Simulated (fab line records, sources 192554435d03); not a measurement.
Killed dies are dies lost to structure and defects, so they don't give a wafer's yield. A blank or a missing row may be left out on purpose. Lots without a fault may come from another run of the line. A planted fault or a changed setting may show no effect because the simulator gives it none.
fab line records | flow n5_finfet | part 2 of 2: steps 4 to 6 of 6
record lots=21 wafers=63 last_day=19
route steps=1938 shown DUMMY_GATE@214 SDB@347
lots that met no fault: from a run of the same line without faults
start_h: hours from the record's first day to the start of the lot's first wafer shown | wait_h: hours since the lot's step before | " the same as in the row above | L1.1+2: a row that stands for several wafers | - no value, or no start given | * or withheld: withheld | < > ~ a bound
route shown NAME@n: a module of which the file shows steps, and the number in the route of the first | usual: mean/standard deviation of fault-free wafers | same: alike in all rows | chamber/n: place in a boat | sites: the reading at each site | _std_site: their standard deviation | _edge_site: outer sites' mean less inner sites' | radius_mm: how far each site lies from the wafer's centre | mask NAME#n: copy n | behind: the tool/chamber that last shaped the wafer | hold: why the lot was held/for how many hours/how that ended | device: the transistor (n, p or np) that didn't switch | end of line: the same wafers' tests at the end of the route | a step without rows: its recipe alone | killed: dies lost to structure and defects at the first sort, not the wafer's yield | map: a wafer's dies, x killed, . not, _ none there
set.NAME: the setting as run; set.NAME@STEP: as run at that earlier step | model.NAME: the simulator's own value behind a step, which no gauge read
steps of the route over a sample of lots; a table a step, a row a wafer
services: from which hour (start_h, from the record's first day; less than 0 if before it) a tool's chamber was out of use, for how many hours, and why
## steps
# step N5_DUMMY_GATE_STRIP_40
# recipe chemistry=CF4 resist=SiARC power_w=300 bias_power_w=75 pressure_mtorr=50 cf4_flow_sccm=150 rf_frequency_hz=6e+07
# usual chamber_pressure_mTorr=50.00/0.052 drypump_motor_current_A=5.4/0.43 oes_product_au=0.79/0.093 rf_vpp_V=270.7/1.5 showerhead_plenum_p_Torr=1.77/0.058 throttle_valve_pct=13.63/0.23
# columns lot.wafer tool chamber start_h wait_h chamber_pressure_mTorr drypump_motor_current_A oes_product_au rf_hours_counter_h rf_vpp_V showerhead_plenum_p_Torr throttle_valve_pct
L074.1 rie_diel-04 2 51.14 0.1 50.01 4.7 0.73 176 270.1 1.69 13.42
L074.5 " 2 " " 49.94 4.8 0.73 - 268.4 1.69 13.42
L074.6 " 3 " " 49.93 6.4 0.77 - 270.0 1.78 13.58
L075.2 rie_diel-01 1 57.23 0.1 50.00 5.1 0.78 117 269.4 1.72 13.72
L075.5 " 1 " " 50.03 5.1 0.78 - 269.5 1.72 13.72
L075.6 " 2 " " 49.93 5.4 0.68 - 269.0 1.77 13.75
L076.4 rie_diel-03 2 66.74 0.1 49.98 5.1 0.84 68 270.3 1.83 13.57
L076.5 " 2 " " 50.02 5.1 0.84 - 271.0 1.83 13.58
L076.6 " 3 " " 49.99 6.2 0.89 - 271.2 1.76 13.46
L077.1 rie_diel-04 2 70.66 0.1 49.99 4.7 0.73 183 269.8 1.69 13.42
L077.3 " 1 " " 49.97 5.6 0.82 106 271.5 1.81 13.59
L077.6 " 1 " " 50.07 5.6 0.81 - 272.1 1.81 13.63
L078.4 rie_diel-01 0 74.55 0.1 50.09 5.3 0.68 231 269.6 1.70 13.95
L078.5 " 2 " " 50.04 5.4 0.69 - 271.3 1.76 13.75
L078.6 " 1 " " 49.96 5.0 0.77 - 270.7 1.72 13.73
L079.1 rie_diel-03 3 77.56 0.1 50.01 6.2 0.88 17 270.4 1.76 13.46
L079.3 " 1 " " 49.87 5.6 0.74 165 268.8 1.81 13.86
L079.4 " 0 " " 50.06 5.0 0.69 245 267.6 1.70 13.79
L080.3 rie_diel-03 2 82.59 0.1 50.03 5.0 0.84 74 271.4 1.83 13.58
L080.4 " 1 " " 49.99 5.6 0.73 167 271.4 1.80 13.87
L080.5 " 3 " " 50.05 6.2 0.87 - 269.0 1.76 13.47
L081.2 rie_diel-01 0 88.05 0.2 50.07 5.3 0.68 234 269.2 1.70 13.97
L081.3 " 2 " " 49.94 5.5 0.68 247 269.8 1.76 13.74
L081.5 " 0 " " 50.09 5.3 0.68 - 269.7 1.70 13.97
L082.2 rie_diel-03 1 93.28 0.1 50.04 5.6 0.73 170 270.6 1.80 13.82
L082.3 " 2 " " 49.98 5.1 0.84 77 271.3 1.83 13.61
L082.6 " 2 " " 50.00 5.1 0.83 - 270.0 1.83 13.60
L083.3 rie_diel-03 2 102.45 0.1 50.12 5.0 0.84 81 270.5 1.83 13.62
L083.4 " 2 " " 50.02 5.0 0.82 - 273.6 1.83 13.60
L083.5 " 3 " " 49.95 6.2 0.86 - 271.1 1.76 13.49
L084.1 rie_diel-01 0 108.92 0.1 49.95 5.3 0.68 241 269.2 1.70 13.99
L084.4 " 0 " " 50.06 5.3 0.68 - 269.6 1.70 14.00
L084.6 " 1 " " 49.95 5.1 0.76 - 269.9 1.72 13.77
L085.1 rie_diel-01 1 117.57 0.1 49.96 5.1 0.75 135 269.7 1.72 13.76
L085.4 " 3 " " 49.93 5.6 0.69 - 273.1 1.86 13.75
L085.6 " 0 " " 50.10 5.3 0.68 - 269.4 1.70 13.99
L087.1 rie_diel-01 0 126.79 0.2 50.02 5.4 0.68 248 268.7 1.70 13.99
L087.2 " 2 " " 49.99 5.5 0.99 3 270.3 1.76 13.21
L087.4 " 3 " " 49.99 5.6 0.68 249 272.1 1.85 13.74
L090.1 rie_diel-03 1 141.38 0.2 49.99 5.6 0.73 187 271.4 1.80 13.90
L090.2 " 0 " " 49.96 5.0 0.95 12 272.0 1.91 13.28
L090.6 " 1 " " 49.98 5.6 0.72 - 272.1 1.80 13.91
L091.2 rie_diel-01 2 147.72 0.1 50.03 5.5 0.96 11 269.6 1.76 13.21
L091.3 " 0 " " 49.97 5.3 0.67 256 269.6 1.70 14.00
L091.4 " 0 " " 49.94 5.3 0.67 - 268.3 1.70 14.01
L092.2 rie_diel-01 2 154.29 0.1 49.99 5.5 0.93 14 271.6 1.76 13.22
L092.4 " 3 " " 50.03 5.6 0.98 - 272.0 1.85 13.18
L092.6 " 1 " " 49.99 5.1 0.74 - 270.1 1.71 13.79
L093.1 rie_diel-01 3 160.84 0.1 49.94 5.6 0.94 3 270.6 1.85 13.20
L093.5 " 3 " " 49.99 5.6 0.95 - 273.2 1.85 13.18
L093.6 " 2 " " 49.96 5.5 0.93 - 270.4 1.76 13.25
L094.2 rie_diel-01 1 167.88 0.1 50.07 5.1 0.74 155 269.9 1.71 13.80
L094.3 " 2 " " 50.01 5.5 0.92 19 269.8 1.76 13.24
L094.5 " 1 " " 50.08 5.1 0.74 - 269.4 1.71 13.80
L095.1 rie_diel-03 1 174.63 0.1 49.98 5.6 0.71 197 272.7 1.80 13.92
L095.2 " 2 " " 49.98 5.1 0.81 103 270.0 1.82 13.65
L095.4 " 0 " " 50.03 5.0 0.91 22 274.2 1.91 13.30
L096.1 rie_diel-04 1 178.06 0.2 49.95 5.7 0.77 136 271.6 1.81 13.67
L096.3 " 0 " " 50.03 5.3 0.92 14 273.8 1.82 13.43
L096.5 " 0 " " 50.01 5.3 0.91 - 272.8 1.82 13.42
L097.1 rie_diel-04 0 184.78 0.1 49.97 5.3 0.91 17 271.6 1.82 13.44
L097.4 " 2 " " 49.91 4.7 0.71 210 269.3 1.68 13.49
L097.5 " 2 " " 49.97 4.7 0.71 - 269.1 1.68 13.47
# step N5_DUMMY_GATE_CD_MEAS_50
# recipe target_cd_nm=14
# usual cd_nm=14.1/0.53
# columns lot.wafer tool chamber start_h wait_h cd_nm
L074.1 cd_sem-02 - 51.19 0.0 14.5
L074.5 " - " " 14.7
L074.6 " - " " 14.4
L075.2 cd_sem-02 - 57.29 0.0 14.5
L075.5 " - " " 13.6
L075.6 " - " " 14.4
L076.4 cd_sem-02 - 66.80 0.0 14.1
L076.5 " - " " 14.1
L076.6 " - " " 13.8
L077.1 cd_sem-02 - 70.71 0.0 14.0
L077.3 " - " " 13.4
L077.6 " - " " 13.7
L078.4 cd_sem-01 - 74.61 0.0 14.7
L078.5 " - " " 14.5
L078.6 " - " " 14.6
L079.1 cd_sem-01 - 77.61 0.0 14.4
L079.3 " - " " 15.2
L079.4 " - " " 13.5
L080.3 cd_sem-02 - 82.65 0.0 13.5
L080.4 " - " " 13.4
L080.5 " - " " 13.3
L081.2 cd_sem-02 - 88.10 0.0 13.9
L081.3 " - " " 15.0
L081.5 " - " " 14.0
L082.2 cd_sem-02 - 93.33 0.0 13.1
L082.3 " - " " 13.9
L082.6 " - " " 14.0
L083.3 cd_sem-01 - 102.50 0.0 14.1
L083.4 " - " " 13.7
L083.5 " - " " 13.3
L084.1 cd_sem-02 - 108.97 0.0 15.1
L084.4 " - " " 14.1
L084.6 " - " " 14.4
L085.1 cd_sem-02 - 117.62 0.0 15.3
L085.4 " - " " 13.8
L085.6 " - " " 14.1
L087.1 cd_sem-01 - 126.84 0.0 14.8
L087.2 " - " " 13.4
L087.4 " - " " 14.2
L090.1 cd_sem-02 - 141.43 0.0 14.5
L090.2 " - " " 14.1
L090.6 " - " " 14.9
L091.2 cd_sem-01 - 147.78 0.0 14.0
L091.3 " - " " 14.4
L091.4 " - " " 13.9
L092.2 cd_sem-01 - 154.34 0.0 15.1
L092.4 " - " " 12.9
L092.6 " - " " 15.1
L093.1 cd_sem-01 - 160.89 0.0 13.3
L093.5 " - " " 14.2
L093.6 " - " " 14.1
L094.2 cd_sem-01 - 167.93 0.0 14.6
L094.3 " - " " 13.9
L094.5 " - " " 14.1
L095.1 cd_sem-02 - 174.68 0.0 14.0
L095.2 " - " " 14.2
L095.4 " - " " 13.8
L096.1 cd_sem-01 - 178.11 0.0 14.1
L096.3 " - " " 14.0
L096.5 " - " " 14.1
L097.1 cd_sem-02 - 184.83 0.0 13.6
L097.4 " - " " 13.5
L097.5 " - " " 13.1
# step N5_SDB_HM_DEP_00
# recipe material=SiNx target_thk_a=400 temp_c=400 precursor=SiH4/NH3/N2 pressure_torr=1.5 rf_w=300 time_s=35.3
# usual heater_power_w=814/110 showerhead_plenum_p_Torr=5.14/0.082 susceptor_temp_C=400.03/0.23 throttle_valve_pct=39.4/1.8
# columns lot.wafer tool chamber start_h wait_h heater_power_w showerhead_plenum_p_Torr susceptor_temp_C throttle_valve_pct
L074.1 pecvd-01 0 69.55 0.0 799 5.09 400.14 40.4
L074.5 " 1 " " 585 5.16 400.06 43.8
L074.6 " 0 " " 771 5.09 399.95 40.5
L075.2 pecvd-02 0 76.40 0.0 813 5.20 400.35 38.8
L075.5 " 2 " " 742 5.29 399.75 38.8
L075.6 " 1 " " 894 5.19 400.21 40.0
L076.4 pecvd-03 0 85.29 0.1 740 5.11 399.88 38.3
L076.5 " 1 " " 909 5.10 400.13 37.9
L076.6 " 2 " " 1043 5.21 400.11 42.1
L077.1 pecvd-02 1 90.20 0.0 860 5.19 399.71 39.8
L077.3 " 0 " " 784 5.17 400.14 38.5
L077.6 " 2 " " 821 5.28 399.77 38.6
L078.4 pecvd-03 0 94.01 0.1 805 5.11 400.16 38.2
L078.5 " 2 " " 887 5.21 400.17 42.3
L078.6 " 1 " " 954 5.12 400.17 38.0
L079.1 pecvd-02 1 96.93 0.0 901 5.19 399.87 40.0
L079.3 " 1 " " 916 5.18 399.72 39.7
L079.4 " 2 " " 793 5.28 399.98 38.8
L080.3 pecvd-02 2 100.52 0.1 806 5.28 400.07 38.8
L080.4 " 1 " " 936 5.20 400.24 40.0
L080.5 " 1 " " 957 5.19 400.12 39.9
L081.2 pecvd-01 2 105.72 0.0 854 4.96 399.72 38.8
L081.3 " 1 " " 592 5.16 400.15 43.9
L081.5 " 1 " " 596 5.15 399.83 43.8
L082.2 pecvd-01 0 111.86 0.0 793 5.08 399.73 40.4
L082.3 " 2 " " 927 4.96 400.59 38.6
L082.6 " 1 " " 629 5.15 399.98 43.8
L083.3 pecvd-02 2 120.54 0.0 838 5.29 399.97 38.8
L083.4 " 2 " " 847 5.29 400.36 39.0
L083.5 " 0 " " 712 5.18 400.06 38.5
L084.1 pecvd-03 1 127.57 0.0 894 5.12 399.76 38.0
L084.4 " 1 " " 904 5.11 399.70 37.9
L084.6 " 0 " " 802 5.11 400.17 38.3
L085.1 pecvd-01 0 138.27 0.0 729 5.07 400.02 40.5
L085.4 " 1 " " 596 5.17 399.71 43.8
L085.6 " 2 " " 824 4.97 399.98 38.7
L087.1 pecvd-03 1 144.94 0.0 897 5.10 400.07 38.0
L087.2 " 0 " " 684 5.11 400.26 38.5
L087.4 " 1 " " 929 5.11 399.98 38.1
L090.1 pecvd-03 1 159.22 0.0 893 5.11 399.54 37.9
L090.2 " 0 " " 778 5.12 400.25 38.5
L090.6 " 0 " " 768 5.10 399.95 38.1
L091.2 pecvd-02 0 165.57 0.0 754 5.18 399.66 38.6
L091.3 " 1 " " 970 5.19 399.83 40.1
L091.4 " 1 " " 957 5.18 399.74 40.0
L092.2 pecvd-01 2 174.09 0.0 880 4.96 400.00 38.7
L092.4 " 1 " " 584 5.16 400.21 43.8
L092.6 " 2 " " 868 4.97 399.87 38.5
L093.1 pecvd-03 2 180.06 0.0 1015 5.21 399.77 37.8
L093.5 " 1 " " 843 5.11 400.26 38.0
L093.6 " 2 " " 1019 5.22 400.23 37.7
L094.2 pecvd-03 2 186.70 0.0 908 5.20 400.28 38.0
L094.3 " 1 " " 886 5.11 400.36 38.1
L094.5 " 1 " " 909 5.11 400.16 38.3
L095.1 pecvd-03 2 193.46 0.0 886 5.22 400.19 37.7
L095.2 " 0 " " 711 5.12 399.90 38.2
L095.4 " 2 " " 922 5.21 400.11 37.9
L096.1 pecvd-03 2 197.93 0.0 1040 5.21 399.95 37.7
L096.3 " 0 " " 704 5.11 400.14 38.5
L096.5 " 0 " " 709 5.10 400.22 38.6
L097.1 pecvd-02 0 204.20 0.0 669 5.18 400.05 38.2
L097.4 " 0 " " 687 5.19 400.10 38.5
L097.5 " 1 " " 901 5.19 400.26 39.6
## services
# columns tool chamber start_h hours kind
pecvd-03 0 25.92 13.7 repair
pecvd-01 0 51.20 3.6 repair
rie_diel-04 - 52.58 0.2 repair
rie_diel-03 0 55.84 5.4 repair
ald_sin-01 - 62.04 2.5 repair
pecvd-03 1 76.77 5.0 repair
ald_sin-03 0 79.03 7.5 repair
ald_sin-04 - 89.69 1.2 repair
rie_diel-03 0 92.95 - clean
rie_diel-03 0 92.95 - consumable_replace:focus_ring
rie_diel-03 0 92.95 - consumable_replace:showerhead
rie_diel-03 0 92.95 12.8 scheduled_down
rie_diel-04 2 96.27 15.7 repair
pecvd-03 - 96.70 1.1 repair
ald_sin-03 3 101.49 2.7 repair
ald_sin-01 - 112.61 0.8 repair
pecvd-02 - 114.96 5.5 pm
ald_sin-04 3 123.68 6.9 repair
rie_diel-04 - 136.35 1.1 repair
rie_diel-04 0 152.81 8.1 repair
rie_diel-04 - 167.56 0.5 repair
ald_sin-01 - 177.04 14.0 pm
pecvd-03 0 179.35 5.6 repair
pecvd-03 - 190.15 1.2 repair
